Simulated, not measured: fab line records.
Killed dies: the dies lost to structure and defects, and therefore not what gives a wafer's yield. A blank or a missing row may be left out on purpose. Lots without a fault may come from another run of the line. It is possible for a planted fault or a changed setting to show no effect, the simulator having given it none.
fab line records ; flow n5-finfet
[record] lots = 7; wafers = 19; last-day = 18
route steps=1938 shown HKMG_FIN@422 BEOL_M4@1111
lots that met no fault: taken from a fault-free run of the same line
start-h: hours from the record's first day to the start of the lot's first wafer shown ; wait-h: hours from the lot's prior step to this one ; " repeats the value in the row above ; L1.1+2: a row that stands for several wafers ; - no value, or no start given ; * or withheld: withheld ; < > ~ a bound
route shown NAME@n: NAME is a module with steps in the file, n the number in the route of the first one ; usual: mean/standard deviation of fault-free wafers ; same: alike in all rows ; chamber/n: place in a boat ; sites: per-site readings ; _std_site: their standard deviation ; _edge_site: outer sites' mean less inner sites' ; radius-mm: for every site, how far away it sits from the centre of the wafer ; mask NAME#n: copy n ; behind: tool/chamber where the wafer was last shaped ; hold: cause of the lot's hold/its duration in hours/its outcome ; device: the transistor (n, p or np) that didn't switch ; end of line: the same wafers' tests at the end of the route ; a step given without rows: its recipe and nothing more ; killed: at the first sort, the dies lost to defects and structure; wafer yield is something else ; map: the dies of a wafer, with x for killed, . for not killed, _ for no die there
set.NAME: the setting the step ran with; set.NAME@STEP: the setting that earlier step ran with ; model.NAME: the simulator's own value behind a step, which no gauge read
a table for each step, a row for each wafer; lots at some steps of the route
services: from which hour (start-h, from the record's first day; less than 0 if before it) a tool's chamber was out of use, for how many hours, and why
[[steps]]
[step N5_HKMG_FIN_COAT_29]
[recipe] resist = SOC; temp-c = 250; time-s = 60; spin-rpm = 1500; resist-thk-nm = 300
[step N5_HKMG_FIN_COAT_30]
[recipe] resist = SiARC; temp-c = 220; time-s = 60; spin-rpm = 1500; resist-thk-nm = 35
[step N5_HKMG_FIN_COAT_06]
[recipe] resist = CAR-ArF; spin-rpm = 1500; resist-thk-nm = 90
[step N5_HKMG_FIN_EBR_08]
[recipe] solvent = PGMEA; ebr-width-mm = 1.5
[step N5_HKMG_FIN_SOFTBAKE_07]
[recipe] temp-c = 110; time-s = 60; resist = CAR-ArF
[step N5_HKMG_FIN_EXPOSE_09]
[recipe] mask-id = NWFM; na = 1.35; source-shape = conventional; sigma-outer = 0.8; polarization = unpolarized; dose-mj = 39.25
[step N5_HKMG_FIN_PEB_10]
[recipe] peb-temp-c = withheld; peb-time-s = 60; resist = CAR-ArF
[step N5_HKMG_FIN_DEVELOP_11]
[recipe] develop-time-s = 30; developer = TMAH; resist = CAR-ArF; dev-temp-c = 23; rinse-liquid = diw; dry = air-spin
[step N5_HKMG_FIN_CD_MEAS_12]
[recipe] target-cd-nm = 92.8; landing-energy-ev = 500; detector = se-inlens
[usual] cd-nm = 92.5/0.6
[same] landing-energy-ev = 500
lot.wafer;tool;chamber;start-h;wait-h;cd-nm
L968.2;cd-sem-03;0;100.35;-;93.0
L968.4;cd-sem-03;0;100.35;-;92.5
L968.5;cd-sem-03;0;100.35;-;92.7
L969.1;cd-sem-02;0;106.13;-;92.3
L969.2;cd-sem-02;0;106.13;-;92.3
L969.5;cd-sem-02;0;106.13;-;91.5
L977.1;cd-sem-03;0;155.56;-;92.9
L977.3;cd-sem-03;0;155.56;-;92.0
L980.1;cd-sem-02;0;174.18;-;93.4
L980.3;cd-sem-02;0;174.18;-;91.5
L981.2;cd-sem-01;0;177.16;-;92.1
L981.4;cd-sem-01;0;177.16;-;92.8
L981.5;cd-sem-01;0;177.16;-;92.1
L984.3;cd-sem-01;0;197.97;-;92.1
L984.4;cd-sem-01;0;197.97;-;92.1
L984.5;cd-sem-01;0;197.97;-;92.4
L985.2;cd-sem-01;0;203.36;-;91.7
L985.4;cd-sem-01;0;203.36;-;92.5
L985.6;cd-sem-01;0;203.36;-;92.0
[step N5_HKMG_FIN_OVL_MEAS_13]
[recipe] points-per-wafer = 44
[usual] NWFM_OVL = 0.1/0.72
lot.wafer;tool;chamber;start-h;wait-h;NWFM_OVL[nm]
L968.2;overlay-01;0;100.38;0.0;0.5
L968.4;overlay-01;0;100.38;0.0;-0.1
L968.5;overlay-01;0;100.38;0.0;-0.3
L969.1;overlay-01;0;106.16;0.0;-0.7
L969.2;overlay-01;0;106.16;0.0;-1.2
L969.5;overlay-01;0;106.16;0.0;-0.6
L977.1;overlay-02;0;155.59;0.0;0.7
L977.3;overlay-02;0;155.59;0.0;0.2
L980.1;overlay-02;0;174.21;0.0;-0.9
L980.3;overlay-02;0;174.21;0.0;0.3
L981.2;overlay-02;0;177.19;0.0;0.5
L981.4;overlay-02;0;177.19;0.0;-0.5
L981.5;overlay-02;0;177.19;0.0;0.9
L984.3;overlay-02;0;198.00;0.0;-0.3
L984.4;overlay-02;0;198.00;0.0;-0.2
L984.5;overlay-02;0;198.00;0.0;-0.8
L985.2;overlay-02;0;203.39;0.0;-0.3
L985.4;overlay-02;0;203.39;0.0;-0.5
L985.6;overlay-02;0;203.39;0.0;0.7
[step N5_HKMG_FIN_INSPECT_14]
[recipe] mode = adi; inspect-instrument = macro
[usual] raw-defect-count = 2.0/1.4
lot.wafer;tool;chamber;start-h;wait-h;raw-defect-count
L968.2;defect-inspect-02;-;100.40;0.0;6
L968.4;defect-inspect-02;-;100.40;0.0;3
L968.5;defect-inspect-02;-;100.40;0.0;1
L969.1;defect-inspect-02;-;106.18;0.0;0
L969.2;defect-inspect-02;-;106.18;0.0;3
L969.5;defect-inspect-02;-;106.18;0.0;2
L977.1;defect-inspect-01;-;155.61;0.0;3
L977.3;defect-inspect-01;-;155.61;0.0;0
L980.1;defect-inspect-02;-;174.24;0.0;4
L980.3;defect-inspect-02;-;174.24;0.0;3
L981.2;defect-inspect-02;-;177.21;0.0;5
L981.4;defect-inspect-02;-;177.21;0.0;2
L981.5;defect-inspect-02;-;177.21;0.0;4
L984.3;defect-inspect-01;-;198.02;0.0;1
L984.4;defect-inspect-01;-;198.02;0.0;1
L984.5;defect-inspect-01;-;198.02;0.0;3
L985.2;defect-inspect-01;-;203.41;0.0;2
L985.4;defect-inspect-01;-;203.41;0.0;5
L985.6;defect-inspect-01;-;203.41;0.0;1
[step N5_HKMG_FIN_DESCUM_17]
[recipe] chemistry = O2; time-s = 7.9; source-power-w = 50; bias-power-w = 20; pressure-mtorr = 20; rf-frequency-hz = 2.712e+07; temp-c = 40; resist = CAR-ArF; o2-flow-sccm = 225
[usual] drypump-motor-current-A = 5.8/0.39; oes-product-au = 0.78/0.091; rf-vpp-V = 243.2/1.6; showerhead-plenum-p-Torr = 2.10/0.083; throttle-valve-pct = 20.35/0.24
[same] time-s = 7.9
lot.wafer;tool;chamber;start-h;wait-h;drypump-motor-current-A;oes-product-au;rf-hours-counter-h;rf-vpp-V;showerhead-plenum-p-Torr;throttle-valve-pct
L968.2;rie-diel-05;0;100.43;0.0;6.6;0.84;75;245.0;2.20;20.39
L968.4;rie-diel-05;1;100.43;0.0;5.6;0.74;-;241.7;1.98;20.20
L968.5;rie-diel-05;0;100.43;0.0;6.6;0.84;-;244.5;2.20;20.38
L969.1;rie-diel-03;1;106.22;0.0;5.8;0.95;2;245.0;2.13;20.33
L969.2;rie-diel-03;2;106.22;0.0;5.9;0.70;211;239.7;1.98;20.24
L969.5;rie-diel-03;0;106.22;0.0;5.8;0.72;-;243.1;2.18;20.10
L977.1;rie-diel-05;1;155.65;0.0;5.6;0.71;197;241.5;1.97;20.23
L977.3;rie-diel-05;2;155.65;0.0;5.1;0.93;10;245.7;2.21;19.82
L980.1;rie-diel-05;3;174.27;0.0;5.7;0.69;214;243.3;2.09;20.49
L980.3;rie-diel-05;1;174.27;0.0;5.6;0.70;204;241.8;1.97;20.25
L981.2;rie-diel-05;3;177.33;0.1;5.6;0.70;216;242.4;2.09;20.49
L981.4;rie-diel-05;1;177.33;0.1;5.6;0.71;206;241.4;1.97;20.26
L981.5;rie-diel-05;0;177.33;0.1;6.6;0.81;-;244.9;2.19;20.42
L984.3;rie-diel-03;2;198.05;0.0;5.9;0.68;243;241.1;1.97;20.30
L984.4;rie-diel-03;0;198.05;0.0;5.8;0.69;-;244.6;2.17;20.16
L984.5;rie-diel-03;2;198.05;0.0;5.9;0.68;-;240.5;1.97;20.29
L985.2;rie-diel-03;2;203.61;0.2;5.9;0.68;246;240.9;1.97;20.28
L985.4;rie-diel-03;1;203.61;0.2;5.8;0.85;-;244.4;2.12;20.38
L985.6;rie-diel-03;2;203.61;0.2;5.9;0.68;-;242.0;1.97;20.30
[step N5_HKMG_FIN_ETCH_31]
[recipe] chemistry = CF4; target = SiARC; target-depth-a = 455; mask-material = CAR-ArF; time-s = 75.8; ion-energy-ev = 80; pressure-mtorr = 40; source-w = 545; bias-w = 36; Ar_flow_sccm = 100; cf4-flow-sccm = 100; ends = cleared
[usual] drypump-motor-current-A = 5.8/0.39; etch-rf-on-time-s = 76.5/1.6; oes-product-au = 0.66/0.078; rf-vpp-V = 184.1/1.2; showerhead-plenum-p-Torr = 2.15/0.082; throttle-valve-pct = 15.57/0.21
lot.wafer;tool;chamber;start-h;wait-h;drypump-motor-current-A;etch-rf-on-time-s;oes-product-au;rf-hours-counter-h;rf-vpp-V;showerhead-plenum-p-Torr;throttle-valve-pct
L968.2;rie-diel-05;0;100.47;0.0;6.6;76.3;0.72;75;184.4;2.26;15.63
L968.4;rie-diel-05;1;100.47;0.0;5.6;77.3;0.62;-;182.4;2.04;15.54
L968.5;rie-diel-05;0;100.47;0.0;6.6;76.0;0.72;-;185.2;2.26;15.66
L969.1;rie-diel-03;1;106.25;0.0;5.8;76.1;0.81;3;185.1;2.17;15.45
L969.2;rie-diel-03;2;106.25;0.0;5.9;79.1;0.59;211;183.5;2.05;15.59
L969.5;rie-diel-03;0;106.25;0.0;5.8;79.4;0.61;-;182.8;2.22;15.35
L977.1;rie-diel-05;1;155.68;0.0;5.6;78.1;0.60;197;182.6;2.03;15.59
L977.3;rie-diel-05;2;155.68;0.0;5.1;95.6;0.70;10;186.0;2.29;15.21
L980.1;rie-diel-05;3;174.31;0.0;5.7;75.1;0.61;214;183.8;2.12;15.63
L980.3;rie-diel-05;1;174.31;0.0;5.6;98.9;0.52;205;182.0;2.03;15.59
L981.2;rie-diel-05;3;177.36;0.0;5.7;94.8;0.53;216;183.2;2.12;15.64
L981.4;rie-diel-05;1;177.36;0.0;5.6;78.1;0.59;206;182.8;2.03;15.60
L981.5;rie-diel-05;0;177.36;0.0;6.6;76.6;0.69;-;185.7;2.25;15.70
L984.3;rie-diel-03;2;198.09;0.0;5.9;78.5;0.58;243;182.9;2.04;15.65
L984.4;rie-diel-03;0;198.09;0.0;5.8;78.1;0.59;-;185.3;2.21;15.40
L984.5;rie-diel-03;2;198.09;0.0;5.9;79.0;0.57;-;182.7;2.04;15.65
L985.2;rie-diel-03;2;203.65;0.0;5.9;78.7;0.57;246;183.2;2.03;15.68
L985.4;rie-diel-03;1;203.65;0.0;5.8;75.0;0.73;-;183.0;2.16;15.53
L985.6;rie-diel-03;2;203.65;0.0;5.9;78.4;0.58;-;182.6;2.03;15.68
[step N5_HKMG_FIN_ETCH_32]
[recipe] chemistry = N2/H2; target = SOC; target-depth-a = 2400; temp-c = 40; time-s = 300; ion-energy-ev = 200; mask-material = SiARC; pressure-mtorr = 30; source-w = 840; bias-w = 150; n2-flow-sccm = 200; h2-flow-sccm = 200
[usual] drypump-motor-current-A = 5.8/0.39; oes-product-au = 0.78/0.092; rf-vpp-V = 524.0/2.8; showerhead-plenum-p-Torr = 2.55/0.11; throttle-valve-pct = 17.77/0.24
[same] time-s = 300
lot.wafer;tool;chamber;start-h;wait-h;drypump-motor-current-A;oes-product-au;rf-hours-counter-h;rf-vpp-V;showerhead-plenum-p-Torr;throttle-valve-pct
L968.2;rie-diel-05;0;100.52;0.0;6.6;0.84;76;527.7;2.69;17.89
L968.4;rie-diel-05;1;100.52;0.0;5.6;0.72;-;521.5;2.42;17.75
L968.5;rie-diel-05;0;100.52;0.0;6.6;0.83;-;528.3;2.69;17.89
L969.1;rie-diel-03;1;106.31;0.0;5.8;0.94;3;525.9;2.62;17.96
L969.2;rie-diel-03;2;106.31;0.0;5.9;0.69;211;521.0;2.40;17.58
L969.5;rie-diel-03;0;106.31;0.0;5.8;0.71;-;526.7;2.63;17.38
L977.1;rie-diel-05;1;155.74;0.0;5.6;0.70;197;519.7;2.42;17.78
L977.3;rie-diel-05;2;155.74;0.0;5.1;0.94;11;527.8;2.73;17.53
L980.1;rie-diel-05;3;174.36;0.0;5.7;0.71;214;523.3;2.51;17.73
L980.3;rie-diel-05;1;174.36;0.0;5.6;0.70;205;520.7;2.41;17.80
L981.2;rie-diel-05;3;177.42;0.0;5.7;0.71;216;522.1;2.51;17.74
L981.4;rie-diel-05;1;177.42;0.0;5.6;0.70;206;520.9;2.41;17.80
L981.5;rie-diel-05;0;177.42;0.0;6.7;0.81;-;527.6;2.68;17.94
L984.3;rie-diel-03;2;198.14;0.0;5.9;0.68;243;519.8;2.39;17.63
L984.4;rie-diel-03;0;198.14;0.0;5.8;0.70;-;527.2;2.61;17.45
L984.5;rie-diel-03;2;198.14;0.0;5.9;0.67;-;520.5;2.39;17.62
L985.2;rie-diel-03;2;203.70;0.0;5.9;0.67;246;520.4;2.39;17.64
L985.4;rie-diel-03;1;203.70;0.0;5.8;0.86;-;525.4;2.60;18.04
L985.6;rie-diel-03;2;203.70;0.0;5.8;0.67;-;519.8;2.39;17.64
[step N5_BEOL_M4_RC_MEAS_101]
[usual] DIBL_N = 36.5/1.8; DIBL_P = 36.5/2.1; IOFF_N = 0.17/0.031; IOFF_P = 0.22/0.036; ION_N = 677/11; ION_P = 463/8; SS_N = 71.6/0.61; SS_P = 73.3/0.63; VT_N = 249/3.1; VT_P = -250/3.3
lot.wafer;tool;chamber;start-h;wait-h;DIBL_N[mV/V];DIBL_P[mV/V];IOFF_N[nA/um];IOFF_P[nA/um];ION_N[uA/um];ION_P[uA/um];SS_N[mV/dec];SS_P[mV/dec];VT_N[mV];VT_P[mV]
L968.2;prober-01;0;189.63;0.2;33.7;32.9;0.11;0.16;671;462;70.7;72.9;255;-256
L968.4;prober-01;0;189.63;0.2;37.3;36.3;0.16;0.20;679;460;71.9;73.5;249;-250
L968.5;prober-01;0;189.63;0.2;35.8;35.9;0.14;0.19;685;463;71.2;73.6;252;-251
L969.1;prober-01;0;201.93;0.0;35.5;35.4;0.14;0.20;675;466;70.5;72.9;250;-250
L969.2;prober-01;0;201.93;0.0;35.4;34.3;0.14;0.20;667;468;71.3;72.9;249;-248
L969.5;prober-01;0;201.93;0.0;36.8;37.7;0.18;0.24;687;473;72.2;73.5;247;-247
L977.1;prober-02;0;247.44;0.0;38.2;39.1;0.18;0.22;683;463;71.7;74.0;247;-251
L977.3;prober-02;0;247.44;0.0;36.5;37.7;0.17;0.20;686;466;71.3;72.8;247;-253
L980.1;prober-01;0;271.46;0.0;39.1;40.1;0.22;0.27;694;472;72.0;74.2;244;-249
L980.3;prober-01;0;271.46;0.0;36.1;36.4;0.15;0.20;671;461;71.2;72.8;250;-251
L981.2;prober-01;0;274.33;0.2;38.6;37.9;0.22;0.26;702;480;71.5;73.9;243;-246
L981.4;prober-01;0;274.33;0.2;38.3;36.5;0.21;0.24;681;455;72.2;73.4;244;-246
L981.5;prober-01;0;274.33;0.2;38.3;37.3;0.22;0.25;700;475;71.7;74.0;244;-247
L984.3;prober-01;0;306.55;0.3;37.1;39.2;0.17;0.23;672;467;72.3;74.3;251;-252
L984.4;prober-01;0;306.55;0.3;33.4;34.9;0.12;0.18;671;459;70.6;73.5;251;-253
L984.5;prober-01;0;306.55;0.3;32.7;33.4;0.10;0.15;654;449;70.1;72.2;256;-256
L985.2;prober-02;0;309.22;0.2;34.6;35.8;0.16;0.22;682;470;71.6;72.5;250;-248
L985.4;prober-02;0;309.22;0.2;32.1;32.2;0.11;0.17;672;471;70.5;72.7;251;-250
L985.6;prober-02;0;309.22;0.2;32.7;32.7;0.12;0.18;651;462;70.2;72.6;252;-247
[[services]]
tool;chamber;start-h;hours;kind
rie-diel-03;1;79.73;-;clean
rie-diel-03;1;79.73;-;consumable-replace:focus-ring
rie-diel-03;1;79.73;17.7;scheduled-down
rie-diel-03;1;79.73;17.7;vent-cycle
rie-diel-05;2;91.55;11.1;repair
rie-diel-03;3;102.45;-;clean
rie-diel-03;3;102.45;-;consumable-replace:focus-ring
rie-diel-03;3;102.45;19.2;scheduled-down
rie-diel-03;3;102.45;19.2;vent-cycle
rie-diel-05;2;102.69;-;clean
rie-diel-05;2;102.69;-;consumable-replace:focus-ring
rie-diel-05;2;102.69;-;consumable-replace:showerhead
rie-diel-05;2;102.69;17.7;scheduled-down
rie-diel-05;2;102.69;17.7;vent-cycle
rie-diel-03;-;118.04;2.8;pm
rie-diel-05;0;166.50;3.8;repair
rie-diel-05;3;168.28;4.5;repair
rie-diel-03;3;197.84;8.7;repair
[[key]]
[first-sign] step = N5_HKMG_FIN_ETCH_31; reading = etch-rf-on-time-s; direction = up; sigmas = 13; usual = *; struck = *
effect none on later readings
met-at N5_HKMG_FIN_ETCH_31
struck-wafers L977.3,L980.3,L981.2
onset-between 100.47 155.68
[fault] kind = process-parameter-drift; tool = rie-diel-05; chamber = -; onset-h = 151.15; steps = N5_HKMG_FIN_ETCH_31; channel = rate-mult; offset = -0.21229; shape = step; end-h = 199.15; scope = struck-wafers-only
